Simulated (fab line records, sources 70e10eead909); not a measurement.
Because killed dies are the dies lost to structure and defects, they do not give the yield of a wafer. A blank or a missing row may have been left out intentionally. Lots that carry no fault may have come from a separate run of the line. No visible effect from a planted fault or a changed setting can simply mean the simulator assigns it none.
A struck lot beside a sound one || flow nand harc || 13 steps out of a route of 1302
Sound: these wafers, L890.1, L890.2, L890.4. Struck: wafer L906.1 (L906.2, L906.5, from the same lot, were not struck and are left out); the cause is given at the end.
Per side, at each step with rows, come the tool, then ch with its chambers, and then its first start. Under that, the readings that differ: sound wafers || struck wafers || difference of the means || sigmas: that difference in standard deviations of wafers without a fault.
alike: a reading whose means differ by less than 2 such deviations, as well as words and numbers matching on both sides. not compared: withheld readings; readings where some wafer has no value; bounds like >300 that might hide an equal value; numbers whose values overlap and for which the record gives no deviation.
The two part at a step that has a row with sigmas, a row that says differs or no value, or rows on one side only. Non-overlapping numbers with no deviation appear without sigmas and do not part them. A reading missing from all wafers of one side parts the sides only when that side holds two or more wafers.

NHARC_A_STAIRCASE_TRIM_14: chemistry O2, time 211.2 s.
  sound: rie diel-11 ch 0,2,3; struck: rie diel-03 ch 2
{"reading": "mfc ar sccm (sccm)", "sound": "0 0.004 0", "struck": 0.030, "difference": "+0.029", "sigmas": "+2"}
{"reading": "rf hours counter h (h)", "sound": "46 39 38", "struck": 22, "difference": -19, "sigmas": ""}
  alike: drypump motor current A, oes product au, rf vpp V, showerhead plenum p Torr, throttle valve pct
then, 2 steps without rows for these wafers: NHARC_A_STAIRCASE_ETCH_15 (etches the open film in C4F8/O2, target depth 100 nm, time 40.5 s); NHARC_A_STAIRCASE_TRIM_16 (chemistry O2, time 211.2 s).
NHARC_A_STAIRCASE_ETCH_17: etches the open film in C4F8/O2, target depth 100 nm, time 40.5 s.
  sound: rie diel-11 ch 0,2,3; struck: rie diel-03 ch 3
{"reading": "oes product au (a.u.)", "sound": "0.941 0.960 0.959", "struck": 0.928, "difference": -0.025, "sigmas": -2}
{"reading": "rf hours counter h (h)", "sound": "39 38 46", "struck": 24, "difference": -17, "sigmas": ""}
  alike: rf vpp V, run length s
then, 2 steps without rows for these wafers: NHARC_A_STAIRCASE_TRIM_18 (chemistry O2, time 211.2 s); NHARC_A_STAIRCASE_ETCH_19 (etches the open film in C4F8/O2, target depth 100 nm, time 40.5 s).
NHARC_A_STAIRCASE_TRIM_20: chemistry O2, time 211.2 s.
  sound on rie diel-11 ch 0,1,2, day 17 01:45; struck on rie diel-11 ch 2, day 23 07:44
{"reading": "rf hours counter h (h)", "sound": "47 39 46", "struck": 31, "difference": -13, "sigmas": ""}
  alike: drypump motor current A, mfc ar sccm, oes product au, rf vpp V, showerhead plenum p Torr, throttle valve pct
NHARC_A_STAIRCASE_ETCH_21: etches the open film in C4F8/O2, target depth 100 nm, time 40.5 s.
  sound: rie diel-11 ch 0,2,3; struck: rie diel-11 ch 1
{"reading": "rf hours counter h (h)", "sound": "47 38 40", "struck": 33, "difference": -9, "sigmas": ""}
  alike: oes product au, rf vpp V, run length s
NHARC_A_STAIRCASE_TRIM_22: chemistry O2, time 211.2 s.
  sound: rie diel-11 ch 1,2,3; struck: rie diel-11 ch 3
{"reading": "rf hours counter h (h)", "sound": "38 40 46", "struck": 32, "difference": -9, "sigmas": ""}
  alike: drypump motor current A, mfc ar sccm, oes product au, rf vpp V, showerhead plenum p Torr, throttle valve pct
then, 2 steps without rows for these wafers: NHARC_A_STAIRCASE_ETCH_23 (etches the open film in C4F8/O2, target depth 100 nm, time 40.5 s); NHARC_A_STAIRCASE_TRIM_24 (chemistry O2, time 211.2 s).
NHARC_A_STAIRCASE_ETCH_25: etches the open film in C4F8/O2, target depth 100 nm, time 40.5 s.
  sound on rie diel-11 ch 0,1,2, day 17 02:28; struck on rie diel-11 ch 0, day 23 08:22
{"reading": "rf hours counter h (h)", "sound": "47 40 47", "struck": 33, "difference": -12, "sigmas": ""}
{"reading": "run length s (s)", "sound": "61.0 61.7 62.2", "struck": 74.8, "difference": "+13.2", "sigmas": "+30"}
  alike: oes product au, rf vpp V
then, 1 step without rows for these wafers: NHARC_A_STAIRCASE_TRIM_26 (chemistry O2, time 211.2 s).

## WHERE THEY PART
At NHARC_A_STAIRCASE_TRIM_14 first; at NHARC_A_STAIRCASE_ETCH_25 last (within this record only).

WHY: whatever the simulator had introduced
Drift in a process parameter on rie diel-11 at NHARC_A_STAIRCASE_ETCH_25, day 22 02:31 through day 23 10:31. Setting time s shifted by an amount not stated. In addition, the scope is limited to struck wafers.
